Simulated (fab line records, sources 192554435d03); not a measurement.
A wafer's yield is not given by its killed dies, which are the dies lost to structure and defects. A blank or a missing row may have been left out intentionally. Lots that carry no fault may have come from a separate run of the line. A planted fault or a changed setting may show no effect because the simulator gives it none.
fab line records :: flow n5Finfet :: part 2 of 2: steps 18 to 27 of 27
record
  lots=5
  wafers=15
  lastDay=16
route steps=1938 shown BEOL_M7@1300
lots that met no fault: taken from a fault-free run of the same line
startH: hours from the record's first day to the start of the lot's first wafer shown :: waitH: time in hours since the lot's previous step :: " unchanged from the row above :: L1.1+2: several wafers, shown together as one row :: - either no value or no given start :: * or withheld: withheld :: < > ~ a bound
route shown NAME@n: NAME is a module with steps in the file, n the number in the route of the first one :: usual: average and standard deviation across the fault-free wafers :: same: alike in all rows :: chamber/n: place in a boat :: sites: per-site readings :: _std_site: standard deviation across them :: _edge_site: inner sites' mean taken away from outer sites' mean :: radiusMm: how far each site lies from the wafer's centre :: mask NAME#n: copy n :: behind: the tool/chamber that last shaped the wafer :: hold: what put the lot on hold/how long, in hours/how the hold closed :: device: transistor that didn't switch, given as n, p or np :: end of line: the same wafers' tests at the end of the route :: where a step has no rows: the recipe by itself :: killed: dies that structure and defects cost at the first sort, which is not the same as the wafer's yield :: map: per-die view of a wafer (x killed, . not killed, _ where there is no die)
set.NAME: the run value of the setting; set.NAME@STEP: its run value at that earlier step :: model.NAME: the simulator's own value behind a step, which no gauge read
lots at some steps of the route; a table a step, a row a wafer
services: from which hour (startH, from the record's first day; less than 0 if before it) a tool's chamber was out of use, for how many hours, and why
## steps
# step N5_BEOL_M7_CURE_75
# recipe
  tempC=370
  timeS=120
  ambient=DMADMS/He
  material=SiCOH_lowk
# usual
  lampPowerPct=52.32/0.055
  wafer_temp_C_max=371.9/0.52
lot.wafer: L080.1
tool: uvCure-01
chamber: 0
startH: 236.13
waitH: 0.0
lampPowerPct: 52.28
wafer_temp_C_max: 371.0

lot.wafer: L080.2
tool: uvCure-01
chamber: 0
startH: 236.13
waitH: 0.0
lampPowerPct: 52.35
wafer_temp_C_max: 371.3

lot.wafer: L080.4
tool: uvCure-01
chamber: 0
startH: 236.13
waitH: 0.0
lampPowerPct: 52.37
wafer_temp_C_max: 371.0

lot.wafer: L083.1
tool: uvCure-03
chamber: 1
startH: 251.87
waitH: 0.0
lampPowerPct: 52.31
wafer_temp_C_max: 372.4

lot.wafer: L083.3
tool: uvCure-03
chamber: 1
startH: 251.87
waitH: 0.0
lampPowerPct: 52.27
wafer_temp_C_max: 372.2

lot.wafer: L083.4
tool: uvCure-03
chamber: 1
startH: 251.87
waitH: 0.0
lampPowerPct: 52.31
wafer_temp_C_max: 372.4

lot.wafer: L092.1
tool: uvCure-02
chamber: 0
startH: 295.50
waitH: 0.0
lampPowerPct: 52.18
wafer_temp_C_max: 372.2

lot.wafer: L092.4
tool: uvCure-02
chamber: 0
startH: 295.50
waitH: 0.0
lampPowerPct: 52.37
wafer_temp_C_max: 372.7

lot.wafer: L092.6
tool: uvCure-02
chamber: 0
startH: 295.50
waitH: 0.0
lampPowerPct: 52.28
wafer_temp_C_max: 372.1

lot.wafer: L091.1
tool: uvCure-03
chamber: 1
startH: 295.52
waitH: 0.0
lampPowerPct: 52.38
wafer_temp_C_max: 372.4

lot.wafer: L091.3
tool: uvCure-03
chamber: 1
startH: 295.52
waitH: 0.0
lampPowerPct: 52.46
wafer_temp_C_max: 372.1

lot.wafer: L091.6
tool: uvCure-03
chamber: 1
startH: 295.52
waitH: 0.0
lampPowerPct: 52.32
wafer_temp_C_max: 371.9

lot.wafer: L095.1
tool: uvCure-03
chamber: 0
startH: 316.07
waitH: 0.0
lampPowerPct: 52.36
wafer_temp_C_max: 372.4

lot.wafer: L095.2
tool: uvCure-03
chamber: 0
startH: 316.07
waitH: 0.0
lampPowerPct: 52.37
wafer_temp_C_max: 372.1

lot.wafer: L095.6
tool: uvCure-03
chamber: 0
startH: 316.07
waitH: 0.0
lampPowerPct: 52.21
wafer_temp_C_max: 372.5
# step N5_BEOL_M7_DEGAS_44
# recipe
  ambient=vacuum
  tempC=250
  timeS=60
# usual
  heaterPowerW=331/34
lot.wafer: L080.1
tool: pvdSputter-01
chamber: -
startH: 236.63
waitH: 0.5
heaterPowerW: 339

lot.wafer: L080.2
tool: pvdSputter-01
chamber: -
startH: 236.63
waitH: 0.5
heaterPowerW: 339

lot.wafer: L080.4
tool: pvdSputter-01
chamber: -
startH: 236.63
waitH: 0.5
heaterPowerW: 401

lot.wafer: L083.1
tool: pvdSputter-03
chamber: -
startH: 252.19
waitH: 0.3
heaterPowerW: 272

lot.wafer: L083.3
tool: pvdSputter-03
chamber: -
startH: 252.19
waitH: 0.3
heaterPowerW: 336

lot.wafer: L083.4
tool: pvdSputter-03
chamber: -
startH: 252.19
waitH: 0.3
heaterPowerW: 357

lot.wafer: L092.1
tool: pvdSputter-03
chamber: -
startH: 297.94
waitH: 2.4
heaterPowerW: 343

lot.wafer: L092.4
tool: pvdSputter-03
chamber: -
startH: 297.94
waitH: 2.4
heaterPowerW: 340

lot.wafer: L092.6
tool: pvdSputter-03
chamber: -
startH: 297.94
waitH: 2.4
heaterPowerW: 336

lot.wafer: L091.1
tool: pvdSputter-03
chamber: -
startH: 298.02
waitH: 2.4
heaterPowerW: 337

lot.wafer: L091.3
tool: pvdSputter-03
chamber: -
startH: 298.02
waitH: 2.4
heaterPowerW: 268

lot.wafer: L091.6
tool: pvdSputter-03
chamber: -
startH: 298.02
waitH: 2.4
heaterPowerW: 331

lot.wafer: L095.1
tool: pvdSputter-01
chamber: -
startH: 318.04
waitH: 1.9
heaterPowerW: 392

lot.wafer: L095.2
tool: pvdSputter-01
chamber: -
startH: 318.04
waitH: 1.9
heaterPowerW: 319

lot.wafer: L095.6
tool: pvdSputter-01
chamber: -
startH: 318.04
waitH: 1.9
heaterPowerW: 317
# step N5_BEOL_M7_PRE_CLEAN_45
# recipe
  gas=H2/He
  timeS=30
  tempC=250
# usual
  heaterPowerW=332/35
lot.wafer: L080.1
tool: pvdSputter-01
chamber: -
startH: 236.67
waitH: 0.0
heaterPowerW: 335

lot.wafer: L080.2
tool: pvdSputter-01
chamber: -
startH: 236.67
waitH: 0.0
heaterPowerW: 346

lot.wafer: L080.4
tool: pvdSputter-01
chamber: -
startH: 236.67
waitH: 0.0
heaterPowerW: 394

lot.wafer: L083.1
tool: pvdSputter-03
chamber: -
startH: 252.23
waitH: 0.0
heaterPowerW: 274

lot.wafer: L083.3
tool: pvdSputter-03
chamber: -
startH: 252.23
waitH: 0.0
heaterPowerW: 340

lot.wafer: L083.4
tool: pvdSputter-03
chamber: -
startH: 252.23
waitH: 0.0
heaterPowerW: 355

lot.wafer: L092.1
tool: pvdSputter-03
chamber: -
startH: 297.98
waitH: 0.0
heaterPowerW: 337

lot.wafer: L092.4
tool: pvdSputter-03
chamber: -
startH: 297.98
waitH: 0.0
heaterPowerW: 348

lot.wafer: L092.6
tool: pvdSputter-03
chamber: -
startH: 297.98
waitH: 0.0
heaterPowerW: 336

lot.wafer: L091.1
tool: pvdSputter-03
chamber: -
startH: 298.06
waitH: 0.0
heaterPowerW: 343

lot.wafer: L091.3
tool: pvdSputter-03
chamber: -
startH: 298.06
waitH: 0.0
heaterPowerW: 269

lot.wafer: L091.6
tool: pvdSputter-03
chamber: -
startH: 298.06
waitH: 0.0
heaterPowerW: 327

lot.wafer: L095.1
tool: pvdSputter-01
chamber: -
startH: 318.08
waitH: 0.0
heaterPowerW: 400

lot.wafer: L095.2
tool: pvdSputter-01
chamber: -
startH: 318.08
waitH: 0.0
heaterPowerW: 334

lot.wafer: L095.6
tool: pvdSputter-01
chamber: -
startH: 318.08
waitH: 0.0
heaterPowerW: 323
# step N5_BEOL_M7_ALD_77
# recipe
  material=TaN
  targetThkA=20
  tempC=275
  aldPrecursorFamily=PDMAT
  aldCoReactant=NH3
  pressureTorr=3
  carrierFlowSccm=1500
  pulseTimeS=2
  purgeTimeS=3
  coReactantPurgeTimeS=2
  coReactantPulseTimeS=3
  aldCycles=40
  precursorVesselTempC=75
  precursorVesselPressureTorr=26.25
  precursorVesselCarrierSccm=1000
# usual
  heaterPowerW=432/47
  precursorVesselPressureTorr=26.24/0.053
# same
  coReactantPurgeTimeS=2
lot.wafer: L080.1
tool: aldMetal-03
chamber: 3
startH: 236.73
waitH: 0.0
heaterPowerW: 378
precursorVesselPressureTorr: 26.17

lot.wafer: L080.2
tool: aldMetal-03
chamber: 0
startH: 236.73
waitH: 0.0
heaterPowerW: 430
precursorVesselPressureTorr: 26.25

lot.wafer: L080.4
tool: aldMetal-03
chamber: 1
startH: 236.73
waitH: 0.0
heaterPowerW: 492
precursorVesselPressureTorr: 26.21

lot.wafer: L083.1
tool: aldMetal-01
chamber: 1
startH: 252.35
waitH: 0.1
heaterPowerW: 507
precursorVesselPressureTorr: 26.25

lot.wafer: L083.3
tool: aldMetal-01
chamber: 2
startH: 252.35
waitH: 0.1
heaterPowerW: 356
precursorVesselPressureTorr: 26.26

lot.wafer: L083.4
tool: aldMetal-01
chamber: 3
startH: 252.35
waitH: 0.1
heaterPowerW: 421
precursorVesselPressureTorr: 26.22

lot.wafer: L092.1
tool: aldMetal-02
chamber: 0
startH: 298.06
waitH: 0.1
heaterPowerW: 458
precursorVesselPressureTorr: 26.15

lot.wafer: L092.4
tool: aldMetal-02
chamber: 3
startH: 298.06
waitH: 0.1
heaterPowerW: 429
precursorVesselPressureTorr: 26.24

lot.wafer: L092.6
tool: aldMetal-02
chamber: 0
startH: 298.06
waitH: 0.1
heaterPowerW: 459
precursorVesselPressureTorr: 26.22

lot.wafer: L091.1
tool: aldMetal-01
chamber: 1
startH: 298.16
waitH: 0.1
heaterPowerW: 518
precursorVesselPressureTorr: 26.23

lot.wafer: L091.3
tool: aldMetal-01
chamber: 3
startH: 298.16
waitH: 0.1
heaterPowerW: 424
precursorVesselPressureTorr: 26.20

lot.wafer: L091.6
tool: aldMetal-01
chamber: 0
startH: 298.16
waitH: 0.1
heaterPowerW: 402
precursorVesselPressureTorr: 26.28

lot.wafer: L095.1
tool: aldMetal-02
chamber: 0
startH: 318.14
waitH: 0.0
heaterPowerW: 464
precursorVesselPressureTorr: 26.24

lot.wafer: L095.2
tool: aldMetal-02
chamber: 2
startH: 318.14
waitH: 0.0
heaterPowerW: 452
precursorVesselPressureTorr: 26.17

lot.wafer: L095.6
tool: aldMetal-02
chamber: 2
startH: 318.14
waitH: 0.0
heaterPowerW: 451
precursorVesselPressureTorr: 26.17
# step N5_BEOL_M7_SURFACE_TREAT_79
# recipe
  gas=Ar
  timeS=*
  ionEnergyEv=*
  ionCurrentMaCm2=0.5
  pressureMtorr=*
  arFlowSccm=30
# usual
  throttleValvePct=*
lot.wafer: L080.1
tool: pvdSputter-01
chamber: -
startH: 237.05
waitH: 0.2
throttleValvePct: *

lot.wafer: L080.2
tool: pvdSputter-01
chamber: -
startH: 237.05
waitH: 0.2
throttleValvePct: *

lot.wafer: L080.4
tool: pvdSputter-01
chamber: -
startH: 237.05
waitH: 0.2
throttleValvePct: *

lot.wafer: L083.1
tool: pvdSputter-01
chamber: -
startH: 252.69
waitH: 0.2
throttleValvePct: *

lot.wafer: L083.3
tool: pvdSputter-01
chamber: -
startH: 252.69
waitH: 0.2
throttleValvePct: *

lot.wafer: L083.4
tool: pvdSputter-01
chamber: -
startH: 252.69
waitH: 0.2
throttleValvePct: *

lot.wafer: L092.1
tool: pvdSputter-03
chamber: -
startH: 298.36
waitH: 0.2
throttleValvePct: *

lot.wafer: L092.4
tool: pvdSputter-03
chamber: -
startH: 298.36
waitH: 0.2
throttleValvePct: *

lot.wafer: L092.6
tool: pvdSputter-03
chamber: -
startH: 298.36
waitH: 0.2
throttleValvePct: *

lot.wafer: L091.1
tool: pvdSputter-03
chamber: -
startH: 298.48
waitH: 0.2
throttleValvePct: *

lot.wafer: L091.3
tool: pvdSputter-03
chamber: -
startH: 298.48
waitH: 0.2
throttleValvePct: *

lot.wafer: L091.6
tool: pvdSputter-03
chamber: -
startH: 298.48
waitH: 0.2
throttleValvePct: *

lot.wafer: L095.1
tool: pvdSputter-03
chamber: -
startH: 318.50
waitH: 0.2
throttleValvePct: *

lot.wafer: L095.2
tool: pvdSputter-03
chamber: -
startH: 318.50
waitH: 0.2
throttleValvePct: *

lot.wafer: L095.6
tool: pvdSputter-03
chamber: -
startH: 318.50
waitH: 0.2
throttleValvePct: *
# step N5_BEOL_M7_CVD_78
# recipe
  material=Co
  targetThkA=20
  tempC=withheld
  precursor=CCTBA/H2
  pressureTorr=30
  timeS=142.3
lot.wafer: L080.1+2+4
tool: cvdCo-02
chamber: 2,1,0
startH: 237.17
waitH: 0.1

lot.wafer: L083.1+3+4
tool: cvdCo-01
chamber: 1,2,0
startH: 252.77
waitH: 0.1

lot.wafer: L092.1+4+6
tool: cvdCo-01
chamber: 0,0,2
startH: 298.44
waitH: 0.1

lot.wafer: L091.1+3+6
tool: cvdCo-01
chamber: 1,0,1
startH: 298.54
waitH: 0.0

lot.wafer: L095.1+2+6
tool: cvdCo-01
chamber: 1,0,2
startH: 318.56
waitH: 0.0
# step N5_BEOL_M7_SPUTTER_48
# recipe
  material=Cu
  targetThkA=100
  tempC=-20
  biasV=60
  powerW=26000
  chamberPressurePa=0.13
  timeS=1.667
# usual
  biasV=60.1/0.66
  throttleValvePct=29.7/0.93
lot.wafer: L080.1
tool: pvdSputter-02
chamber: -
startH: 237.29
waitH: 0.1
biasV: 60.1
throttleValvePct: 29.9

lot.wafer: L080.2
tool: pvdSputter-02
chamber: -
startH: 237.29
waitH: 0.1
biasV: 59.4
throttleValvePct: 30.8

lot.wafer: L080.4
tool: pvdSputter-02
chamber: -
startH: 237.29
waitH: 0.1
biasV: 59.2
throttleValvePct: 29.8

lot.wafer: L083.1
tool: pvdSputter-01
chamber: -
startH: 253.13
waitH: 0.3
biasV: 59.6
throttleValvePct: 30.3

lot.wafer: L083.3
tool: pvdSputter-01
chamber: -
startH: 253.13
waitH: 0.3
biasV: 60.3
throttleValvePct: 29.0

lot.wafer: L083.4
tool: pvdSputter-01
chamber: -
startH: 253.13
waitH: 0.3
biasV: 59.1
throttleValvePct: 29.9

lot.wafer: L092.1
tool: pvdSputter-03
chamber: -
startH: 298.62
waitH: 0.1
biasV: 60.7
throttleValvePct: 28.7

lot.wafer: L092.4
tool: pvdSputter-03
chamber: -
startH: 298.62
waitH: 0.1
biasV: 59.8
throttleValvePct: 31.2

lot.wafer: L092.6
tool: pvdSputter-03
chamber: -
startH: 298.62
waitH: 0.1
biasV: 60.2
throttleValvePct: 30.0

lot.wafer: L091.1
tool: pvdSputter-03
chamber: -
startH: 298.70
waitH: 0.1
biasV: 60.0
throttleValvePct: 31.3

lot.wafer: L091.3
tool: pvdSputter-03
chamber: -
startH: 298.70
waitH: 0.1
biasV: 61.2
throttleValvePct: 28.9

lot.wafer: L091.6
tool: pvdSputter-03
chamber: -
startH: 298.70
waitH: 0.1
biasV: 60.1
throttleValvePct: 31.4

lot.wafer: L095.1
tool: pvdSputter-02
chamber: -
startH: 318.73
waitH: 0.1
biasV: 59.7
throttleValvePct: 30.6

lot.wafer: L095.2
tool: pvdSputter-02
chamber: -
startH: 318.73
waitH: 0.1
biasV: 59.5
throttleValvePct: 29.9

lot.wafer: L095.6
tool: pvdSputter-02
chamber: -
startH: 318.73
waitH: 0.1
biasV: 59.8
throttleValvePct: 29.6
# step N5_BEOL_M7_ECD_50
# recipe
  material=Cu
  targetThkA=3000
lot.wafer: L080.1+2+4
tool: ecdCu-01
chamber: 1,0,0
startH: 237.43
waitH: 0.1

lot.wafer: L083.1+3+4
tool: ecdCu-02
chamber: 1,1,0
startH: 253.25
waitH: 0.1

lot.wafer: L092.1+4+6
tool: ecdCu-01
chamber: 0,1,1
startH: 298.73
waitH: 0.1

lot.wafer: L091.1+3+6
tool: ecdCu-01
chamber: 0,1,1
startH: 298.92
waitH: 0.2

lot.wafer: L095.1+2+6
tool: ecdCu-01
chamber: 0,1,0
startH: 318.85
waitH: 0.1
# step N5_BEOL_M7_ANNEAL_51
# recipe
  tempC=225
  timeS=90
  ambient=N2
# usual
  wafer_temp_C_max=226.0/0.33
lot.wafer: L080.1
tool: rtpAnneal-02
chamber: 0
startH: 238.74
waitH: 1.3
wafer_temp_C_max: 225.7

lot.wafer: L080.2
tool: rtpAnneal-02
chamber: 0
startH: 238.74
waitH: 1.3
wafer_temp_C_max: 225.7

lot.wafer: L080.4
tool: rtpAnneal-02
chamber: 0
startH: 238.74
waitH: 1.3
wafer_temp_C_max: 225.9

lot.wafer: L083.1
tool: rtpAnneal-02
chamber: 0
startH: 253.34
waitH: 0.1
wafer_temp_C_max: 225.7

lot.wafer: L083.3
tool: rtpAnneal-02
chamber: 0
startH: 253.34
waitH: 0.1
wafer_temp_C_max: 225.3

lot.wafer: L083.4
tool: rtpAnneal-02
chamber: 0
startH: 253.34
waitH: 0.1
wafer_temp_C_max: 225.8

lot.wafer: L092.1
tool: rtpAnneal-02
chamber: 0
startH: 299.89
waitH: 1.1
wafer_temp_C_max: 225.6

lot.wafer: L092.4
tool: rtpAnneal-02
chamber: 0
startH: 299.89
waitH: 1.1
wafer_temp_C_max: 225.7

lot.wafer: L092.6
tool: rtpAnneal-02
chamber: 0
startH: 299.89
waitH: 1.1
wafer_temp_C_max: 225.8

lot.wafer: L091.1
tool: rtpAnneal-02
chamber: 0
startH: 300.16
waitH: 1.2
wafer_temp_C_max: 225.6

lot.wafer: L091.3
tool: rtpAnneal-02
chamber: 0
startH: 300.16
waitH: 1.2
wafer_temp_C_max: 225.9

lot.wafer: L091.6
tool: rtpAnneal-02
chamber: 0
startH: 300.16
waitH: 1.2
wafer_temp_C_max: 225.9

lot.wafer: L095.1
tool: rtpAnneal-02
chamber: 0
startH: 318.94
waitH: 0.1
wafer_temp_C_max: 225.7

lot.wafer: L095.2
tool: rtpAnneal-02
chamber: 0
startH: 318.94
waitH: 0.1
wafer_temp_C_max: 225.6

lot.wafer: L095.6
tool: rtpAnneal-02
chamber: 0
startH: 318.94
waitH: 0.1
wafer_temp_C_max: 226.0
# step N5_BEOL_M7_CMP_52
# recipe
  stopOn=SiCOH_lowk
  tOverpolishS=6.9
  downForcePsi=1
  platenRpm=50
  clearingPlatenDownForcePsi=1.5
  clearingPlatenRpm=50
  postCmpClean=cuAlkaline
  targetThkNm=80
  clearingPlatenPadVelocityMS=0.99484
  padVelocityMS=0.99484
# usual
  barrierFieldEndpointS=29.1/0.61
  motorCurrentA=6.3/0.55
  overpolishRunS=6.900/0.0085
  slurryFlowMlMin=150.0/0.48
  timeToEndpointS=62.6/2.7
lot.wafer: L080.1
tool: cmp-01
chamber: 2
startH: 239.03
waitH: 0.3
barrierFieldEndpointS: 27.8
motorCurrentA: 6.8
overpolishRunS: 6.897
slurryFlowMlMin: 150.5
timeToEndpointS: 57.9

lot.wafer: L080.2
tool: cmp-01
chamber: 0
startH: 239.03
waitH: 0.3
barrierFieldEndpointS: 28.6
motorCurrentA: 6.2
overpolishRunS: 6.912
slurryFlowMlMin: 150.1
timeToEndpointS: 61.6

lot.wafer: L080.4
tool: cmp-01
chamber: 1
startH: 239.03
waitH: 0.3
barrierFieldEndpointS: 28.8
motorCurrentA: 6.6
overpolishRunS: 6.898
slurryFlowMlMin: 149.8
timeToEndpointS: 62.6

lot.wafer: L083.4
tool: cmp-01
chamber: 0
startH: 253.64
waitH: 0.1
barrierFieldEndpointS: 29.5
motorCurrentA: 6.4
overpolishRunS: 6.914
slurryFlowMlMin: 149.7
timeToEndpointS: 62.0

lot.wafer: L083.1
tool: cmp-01
chamber: 2
startH: 253.64
waitH: 0.1
barrierFieldEndpointS: 29.4
motorCurrentA: 7.3
overpolishRunS: 6.896
slurryFlowMlMin: 150.5
timeToEndpointS: 60.7

lot.wafer: L083.3
tool: cmp-01
chamber: 3
startH: 253.64
waitH: 0.1
barrierFieldEndpointS: 29.8
motorCurrentA: 6.2
overpolishRunS: 6.891
slurryFlowMlMin: 149.9
timeToEndpointS: 60.7

lot.wafer: L092.4
tool: cmp-02
chamber: 1
startH: 300.19
waitH: 0.1
barrierFieldEndpointS: 28.1
motorCurrentA: 7.4
overpolishRunS: 6.903
slurryFlowMlMin: 149.4
timeToEndpointS: 57.9

lot.wafer: L092.1
tool: cmp-02
chamber: 2
startH: 300.19
waitH: 0.1
barrierFieldEndpointS: 28.0
motorCurrentA: 5.3
overpolishRunS: 6.900
slurryFlowMlMin: 149.5
timeToEndpointS: 64.4

lot.wafer: L092.6
tool: cmp-02
chamber: 2
startH: 300.19
waitH: 0.1
barrierFieldEndpointS: 28.7
motorCurrentA: 5.3
overpolishRunS: 6.908
slurryFlowMlMin: 150.5
timeToEndpointS: 64.1

lot.wafer: L091.3
tool: cmp-02
chamber: 0
startH: 300.53
waitH: 0.2
barrierFieldEndpointS: 29.1
motorCurrentA: 5.9
overpolishRunS: 6.906
slurryFlowMlMin: 149.6
timeToEndpointS: 59.7

lot.wafer: L091.1
tool: cmp-02
chamber: 1
startH: 300.53
waitH: 0.2
barrierFieldEndpointS: 28.7
motorCurrentA: 7.0
overpolishRunS: 6.908
slurryFlowMlMin: 149.7
timeToEndpointS: 61.6

lot.wafer: L091.6
tool: cmp-02
chamber: 2
startH: 300.53
waitH: 0.2
barrierFieldEndpointS: 29.4
motorCurrentA: 5.3
overpolishRunS: 6.897
slurryFlowMlMin: 149.6
timeToEndpointS: 61.7

lot.wafer: L095.2
tool: cmp-01
chamber: 2
startH: 319.24
waitH: 0.2
barrierFieldEndpointS: 28.3
motorCurrentA: 7.0
overpolishRunS: 6.910
slurryFlowMlMin: 150.0
timeToEndpointS: 60.4

lot.wafer: L095.1
tool: cmp-01
chamber: 1
startH: 319.24
waitH: 0.2
barrierFieldEndpointS: 28.1
motorCurrentA: 6.7
overpolishRunS: 6.896
slurryFlowMlMin: 150.1
timeToEndpointS: 59.9

lot.wafer: L095.6
tool: cmp-01
chamber: 3
startH: 319.24
waitH: 0.2
barrierFieldEndpointS: 27.9
motorCurrentA: 6.3
overpolishRunS: 6.900
slurryFlowMlMin: 150.6
timeToEndpointS: 61.8
## services
tool: pvdSputter-02
chamber: -
startH: 222.72
hours: 1.7
kind: repair

tool: rieDiel-04
chamber: -
startH: 226.56
hours: 15.6
kind: pm

tool: cvdCo-02
chamber: -
startH: 226.67
hours: 6.9
kind: pm

tool: uvCure-03
chamber: -
startH: 232.22
hours: 7.5
kind: pm

tool: ecdCu-01
chamber: -
startH: 238.54
hours: 2.6
kind: repair

tool: rieDiel-04
chamber: 0
startH: 242.16
hours: -
kind: clean

tool: rieDiel-04
chamber: 0
startH: 242.16
hours: -
kind: consumableReplace:focusRing

tool: cmp-01
chamber: -
startH: 245.32
hours: 0.2
kind: repair

tool: rieDiel-04
chamber: 1
startH: 246.44
hours: 6.6
kind: repair

tool: cmp-02
chamber: -
startH: 248.33
hours: 0.2
kind: repair

tool: rieDiel-04
chamber: 2
startH: 248.61
hours: 3.7
kind: repair

tool: aldMetal-03
chamber: 3
startH: 251.50
hours: 3.4
kind: repair

tool: uvCure-03
chamber: -
startH: 259.64
hours: 14.6
kind: pm

tool: cvdCo-01
chamber: 1
startH: 260.99
hours: 2.6
kind: repair

tool: uvCure-01
chamber: -
startH: 269.13
hours: 2.1
kind: pm

tool: rieDiel-01
chamber: 0
startH: 269.66
hours: 2.1
kind: repair

tool: rieDiel-01
chamber: 0
startH: 275.75
hours: 4.7
kind: repair

tool: rieDiel-03
chamber: 3
startH: 282.13
hours: 10.9
kind: repair

tool: ecdCu-01
chamber: -
startH: 283.32
hours: 1.8
kind: repair

tool: ecdCu-02
chamber: -
startH: 296.65
hours: 2.2
kind: repair

tool: rieDiel-03
chamber: -
startH: 298.97
hours: 15.6
kind: pm

tool: cvdCo-02
chamber: -
startH: 303.49
hours: 1.5
kind: repair

tool: cvdCo-02
chamber: -
startH: 305.01
hours: 2.8
kind: pm

tool: cmp-01
chamber: -
startH: 312.53
hours: 4.0
kind: pm
